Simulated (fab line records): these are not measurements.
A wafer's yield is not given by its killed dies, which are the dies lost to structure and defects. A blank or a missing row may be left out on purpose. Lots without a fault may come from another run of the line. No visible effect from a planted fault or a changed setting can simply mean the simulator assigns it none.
fab line records -- flow n5_finfet -- part 2 of 2: steps 20 to 30 of 30
record: lots: 5, wafers: 15, last_day: 16
route steps=1938 shown HKMG_FIN@458 GATE_CUT@465
lots that met no fault: taken from a fault-free run of the same line
start_h: the number of hours between the record's first day and the start of the first shown wafer of the lot -- wait_h: hours elapsed since this lot's preceding step -- " same as the row above -- L1.1+2: a row that stands for several wafers -- - no value present, or no start provided -- * or withheld: withheld -- < > ~ a bound
route shown NAME@n: NAME is a module with steps in the file, n the number in the route of the first one -- usual: mean/standard deviation taken from wafers without a fault -- same: alike in all rows -- chamber/n: place in a boat -- sites: readings site by site -- _std_site: their standard deviation -- _edge_site: the outer-site mean with the inner-site mean subtracted -- radius_mm: how far each site lies from the wafer's centre -- mask NAME#n: copy n -- behind: the most recent tool/chamber to have shaped the wafer -- hold: cause of the lot's hold/its duration in hours/its outcome -- device: the transistor (n, p or np) that didn't switch -- end of line: at the end of the route, the tests of the same wafers -- a step with no rows: only its recipe -- killed: dies lost to structure and defects at the first sort, not the wafer's yield -- map: per-die view of a wafer (x killed, . not killed, _ where there is no die)
set.NAME: the setting that was run; set.NAME@STEP: the one run at that earlier step -- model.NAME: the simulator's own value behind a step, which no gauge read
lots seen at some steps along the route; tables by step, rows by wafer
services: a tool's chamber out of use, with start hour (start_h, from the record's first day; less than 0 if before it), hours out, and reason
== steps ==
step: N5_GATE_CUT_COAT_35
recipe: resist: SiARC, temp_c: 220, time_s: 60, spin_rpm: 1500, resist_thk_nm: 10
usual: resist_line_temp_C: 23.01/0.11
lot.wafer,tool,chamber,start_h,wait_h,resist_line_temp_C
L078.3,litho_track-02,0,-,-,22.95
L078.4,litho_track-02,0,-,-,23.05
L078.5,litho_track-02,0,-,-,23.13
L083.4,litho_track-02,0,-,-,23.21
L083.5,litho_track-02,0,-,-,22.90
L083.6,litho_track-02,0,-,-,23.06
L085.3,litho_track-03,0,-,-,23.22
L085.4,litho_track-03,0,-,-,23.03
L085.5,litho_track-03,0,-,-,23.21
L087.2,litho_track-03,0,-,-,22.95
L087.4,litho_track-03,0,-,-,23.17
L087.6,litho_track-03,0,-,-,23.11
L092.2,litho_track-03,0,-,-,22.94
L092.3,litho_track-03,0,-,-,22.97
L092.6,litho_track-03,0,-,-,23.10
step: N5_GATE_CUT_COAT_27
recipe: resist: underlayer, temp_c: 205, time_s: 60, spin_rpm: 1500, resist_thk_nm: 10
usual: resist_line_temp_C: 23.00/0.094
lot.wafer,tool,chamber,start_h,wait_h,resist_line_temp_C
L078.3,litho_track-02,0,-,-,22.94
L078.4,litho_track-02,0,-,-,23.23
L078.5,litho_track-02,0,-,-,23.03
L083.4,litho_track-02,0,-,-,22.88
L083.5,litho_track-02,0,-,-,23.00
L083.6,litho_track-02,0,-,-,23.01
L085.3,litho_track-03,0,-,-,23.04
L085.4,litho_track-03,0,-,-,22.98
L085.5,litho_track-03,0,-,-,23.06
L087.2,litho_track-03,0,-,-,23.09
L087.4,litho_track-03,0,-,-,23.04
L087.6,litho_track-03,0,-,-,22.98
L092.2,litho_track-03,0,-,-,23.03
L092.3,litho_track-03,0,-,-,23.00
L092.6,litho_track-03,0,-,-,23.13
step: N5_GATE_CUT_COAT_07
recipe: resist: CAR-EUV, spin_rpm: 1500, resist_thk_nm: 30
usual: resist_line_temp_C: 23.00/0.11
lot.wafer,tool,chamber,start_h,wait_h,resist_line_temp_C
L078.3,litho_track-02,0,-,-,23.10
L078.4,litho_track-02,0,-,-,22.91
L078.5,litho_track-02,0,-,-,23.02
L083.4,litho_track-02,0,-,-,23.11
L083.5,litho_track-02,0,-,-,22.93
L083.6,litho_track-02,0,-,-,22.98
L085.3,litho_track-03,0,-,-,23.02
L085.4,litho_track-03,0,-,-,22.97
L085.5,litho_track-03,0,-,-,23.13
L087.2,litho_track-03,0,-,-,23.04
L087.4,litho_track-03,0,-,-,23.13
L087.6,litho_track-03,0,-,-,22.79
L092.2,litho_track-03,0,-,-,23.01
L092.3,litho_track-03,0,-,-,23.00
L092.6,litho_track-03,0,-,-,23.18
step: N5_GATE_CUT_EBR_09
recipe: solvent: PGMEA, ebr_width_mm: 1.5
usual: resist_line_temp_C: 23.01/0.12
same: ebr_width_mm: 1.5
lot.wafer,tool,chamber,start_h,wait_h,resist_line_temp_C
L078.3,litho_track-02,0,-,-,23.01
L078.4,litho_track-02,0,-,-,23.18
L078.5,litho_track-02,0,-,-,23.13
L083.4,litho_track-02,0,-,-,23.02
L083.5,litho_track-02,0,-,-,23.01
L083.6,litho_track-02,0,-,-,22.95
L085.3,litho_track-03,0,-,-,23.08
L085.4,litho_track-03,0,-,-,23.10
L085.5,litho_track-03,0,-,-,22.96
L087.2,litho_track-03,0,-,-,23.03
L087.4,litho_track-03,0,-,-,23.07
L087.6,litho_track-03,0,-,-,22.97
L092.2,litho_track-03,0,-,-,23.06
L092.3,litho_track-03,0,-,-,22.89
L092.6,litho_track-03,0,-,-,22.94
step: N5_GATE_CUT_SOFTBAKE_08
recipe: temp_c: 110, time_s: 60, resist: CAR-EUV
usual: resist_line_temp_C: 23.00/0.1
lot.wafer,tool,chamber,start_h,wait_h,resist_line_temp_C
L078.3,litho_track-02,0,-,-,22.84
L078.4,litho_track-02,0,-,-,22.88
L078.5,litho_track-02,0,-,-,22.92
L083.4,litho_track-02,0,-,-,23.12
L083.5,litho_track-02,0,-,-,22.98
L083.6,litho_track-02,0,-,-,23.10
L085.3,litho_track-03,0,-,-,22.95
L085.4,litho_track-03,0,-,-,22.93
L085.5,litho_track-03,0,-,-,23.00
L087.2,litho_track-03,0,-,-,23.12
L087.4,litho_track-03,0,-,-,23.22
L087.6,litho_track-03,0,-,-,23.08
L092.2,litho_track-03,0,-,-,22.94
L092.3,litho_track-03,0,-,-,23.01
L092.6,litho_track-03,0,-,-,23.13
step: N5_GATE_CUT_EXPOSE_10
recipe: mask_id: GATE_CUT, na: 0.33, source_shape: annular, sigma_inner: 0.35, sigma_outer: 0.8, polarization: unpolarized, target_cd_nm: 20, dose_mj: 43.25
usual: focus_offset_nm: -0.1/0.47
lot.wafer,tool,chamber,start_h,wait_h,mask,focus_offset_nm
L078.3,euv_scanner-01,0,107.55,-,GATE_CUT#0,0.4
L078.4,euv_scanner-01,0,107.55,-,GATE_CUT#0,0.1
L078.5,euv_scanner-01,0,107.55,-,GATE_CUT#0,-0.1
L083.4,euv_scanner-02,0,143.11,-,GATE_CUT#0,-0.1
L083.5,euv_scanner-02,0,143.11,-,GATE_CUT#0,0.0
L083.6,euv_scanner-02,0,143.11,-,GATE_CUT#0,0.0
L085.3,euv_scanner-01,0,161.64,-,GATE_CUT#0,-0.1
L085.4,euv_scanner-01,0,161.64,-,GATE_CUT#0,0.2
L085.5,euv_scanner-01,0,161.64,-,GATE_CUT#0,-0.6
L087.2,euv_scanner-02,0,167.48,-,GATE_CUT#0,0.0
L087.4,euv_scanner-02,0,167.48,-,GATE_CUT#0,-0.2
L087.6,euv_scanner-02,0,167.48,-,GATE_CUT#0,0.1
L092.2,euv_scanner-02,0,189.47,-,GATE_CUT#0,-0.1
L092.3,euv_scanner-02,0,189.47,-,GATE_CUT#0,0.1
L092.6,euv_scanner-02,0,189.47,-,GATE_CUT#0,-0.3
step: N5_GATE_CUT_PEB_11
recipe: peb_temp_c: 100, peb_time_s: 60, resist: CAR-EUV
usual: resist_line_temp_C: 22.98/0.1
lot.wafer,tool,chamber,start_h,wait_h,resist_line_temp_C
L078.3,litho_track-04,0,107.60,0.0,22.85
L078.4,litho_track-04,0,107.60,0.0,22.79
L078.5,litho_track-04,0,107.60,0.0,22.84
L083.4,litho_track-03,0,143.15,0.0,22.87
L083.5,litho_track-03,0,143.15,0.0,22.92
L083.6,litho_track-03,0,143.15,0.0,22.97
L085.3,litho_track-03,0,161.69,0.0,23.24
L085.4,litho_track-03,0,161.69,0.0,22.99
L085.5,litho_track-03,0,161.69,0.0,23.09
L087.2,litho_track-04,0,167.54,0.1,23.04
L087.4,litho_track-04,0,167.54,0.1,23.09
L087.6,litho_track-04,0,167.54,0.1,22.99
L092.2,litho_track-02,0,189.53,0.1,22.95
L092.3,litho_track-02,0,189.53,0.1,23.10
L092.6,litho_track-02,0,189.53,0.1,23.20
step: N5_GATE_CUT_DEVELOP_12
recipe: develop_time_s: 30, developer: TMAH, resist: CAR-EUV, rinse_liquid: surfactant_rinse, dry: air_spin, dev_temp_c: 23
usual: resist_line_temp_C: 23.00/0.11
lot.wafer,tool,chamber,start_h,wait_h,resist_line_temp_C
L078.3,litho_track-04,0,-,-,23.00
L078.4,litho_track-04,0,-,-,22.96
L078.5,litho_track-04,0,-,-,22.81
L083.4,litho_track-03,0,-,-,22.75
L083.5,litho_track-03,0,-,-,22.97
L083.6,litho_track-03,0,-,-,23.04
L085.3,litho_track-03,0,-,-,22.92
L085.4,litho_track-03,0,-,-,23.00
L085.5,litho_track-03,0,-,-,23.00
L087.2,litho_track-04,0,-,-,23.10
L087.4,litho_track-04,0,-,-,22.94
L087.6,litho_track-04,0,-,-,23.11
L092.2,litho_track-02,0,-,-,22.90
L092.3,litho_track-02,0,-,-,22.74
L092.6,litho_track-02,0,-,-,22.84
step: N5_GATE_CUT_CD_MEAS_13
recipe: target_cd_nm: 20, landing_energy_ev: 500, detector: se_inlens
usual: cd_nm: 20.07/0.27
lot.wafer,tool,chamber,start_h,wait_h,cd_nm
L078.3,cd_sem-01,0,107.67,-,19.97
L078.4,cd_sem-01,0,107.67,-,20.15
L078.5,cd_sem-01,0,107.67,-,20.33
L083.4,cd_sem-03,0,143.22,-,20.15
L083.5,cd_sem-03,0,143.22,-,19.91
L083.6,cd_sem-03,0,143.22,-,20.56
L085.3,cd_sem-03,0,161.76,-,20.31
L085.4,cd_sem-03,0,161.76,-,20.51
L085.5,cd_sem-03,0,161.76,-,19.66
L087.2,cd_sem-02,0,167.61,-,19.68
L087.4,cd_sem-02,0,167.61,-,20.17
L087.6,cd_sem-02,0,167.61,-,20.19
L092.2,cd_sem-01,0,189.60,-,19.89
L092.3,cd_sem-01,0,189.60,-,20.20
L092.6,cd_sem-01,0,189.60,-,20.15
step: N5_GATE_CUT_OVL_MEAS_14
recipe: points_per_wafer: 522
usual: GATE_CUT_OVL: -0.4/0.65
lot.wafer,tool,chamber,start_h,wait_h,GATE_CUT_OVL[nm]
L078.3,overlay-02,0,107.71,0.0,-0.4
L078.4,overlay-02,0,107.71,0.0,-0.8
L078.5,overlay-02,0,107.71,0.0,-0.9
L083.4,overlay-01,0,143.27,0.0,0.1
L083.5,overlay-01,0,143.27,0.0,-0.5
L083.6,overlay-01,0,143.27,0.0,-0.3
L085.3,overlay-02,0,161.80,0.0,-0.5
L085.4,overlay-02,0,161.80,0.0,-0.7
L085.5,overlay-02,0,161.80,0.0,0.4
L087.2,overlay-01,0,167.65,0.0,0.0
L087.4,overlay-01,0,167.65,0.0,0.1
L087.6,overlay-01,0,167.65,0.0,-0.9
L092.2,overlay-02,0,189.64,0.0,-0.9
L092.3,overlay-02,0,189.64,0.0,-0.7
L092.6,overlay-02,0,189.64,0.0,0.7
step: N5_GATE_CUT_INSPECT_15
recipe: mode: adi, inspect_instrument: brightfield
usual: raw_defect_count: 140/42
lot.wafer,tool,chamber,start_h,wait_h,raw_defect_count
L078.3,defect_inspect-01,-,107.75,0.0,94
L078.4,defect_inspect-01,-,107.75,0.0,122
L078.5,defect_inspect-01,-,107.75,0.0,188
L083.4,defect_inspect-02,-,143.31,0.0,72
L083.5,defect_inspect-02,-,143.31,0.0,192
L083.6,defect_inspect-02,-,143.31,0.0,108
L085.3,defect_inspect-02,-,161.84,0.0,125
L085.4,defect_inspect-02,-,161.84,0.0,146
L085.5,defect_inspect-02,-,161.84,0.0,154
L087.2,defect_inspect-01,-,167.70,0.0,136
L087.4,defect_inspect-01,-,167.70,0.0,117
L087.6,defect_inspect-01,-,167.70,0.0,122
L092.2,defect_inspect-02,-,189.70,0.1,68
L092.3,defect_inspect-02,-,189.70,0.1,149
L092.6,defect_inspect-02,-,189.70,0.1,121
== services ==
tool,chamber,start_h,hours,kind
rie_metal-03,1,79.41,17.3,repair
rie_diel-04,2,79.75,5.4,repair
euv_scanner-01,-,79.83,4.6,pm
pecvd-02,-,81.23,0.8,repair
pecvd-03,2,83.11,5.5,repair
rie_metal-03,0,85.81,3.8,repair
euv_scanner-02,-,93.02,2.0,repair
euv_scanner-01,-,93.14,0.2,repair
pecvd-04,1,94.15,4.8,repair
pecvd-03,-,95.93,0.6,repair
euv_scanner-02,-,104.74,0.6,repair
cvd_w-01,1,106.93,6.8,repair
euv_scanner-02,-,131.52,1.0,pm
rie_diel-02,0,137.14,1.7,repair
cmp-02,-,139.49,4.0,pm
cvd_w-01,-,142.68,28.1,pm
cmp-02,-,143.49,11.0,pm
euv_scanner-02,-,143.75,4.6,pm
rie_metal-01,1,144.96,112.8,repair
pecvd-03,-,158.00,6.0,pm
rie_metal-03,1,165.66,1.4,repair
rie_diel-02,2,167.26,2.7,repair
euv_scanner-02,-,187.67,1.0,pm
rie_metal-01,-,188.23,0.6,repair
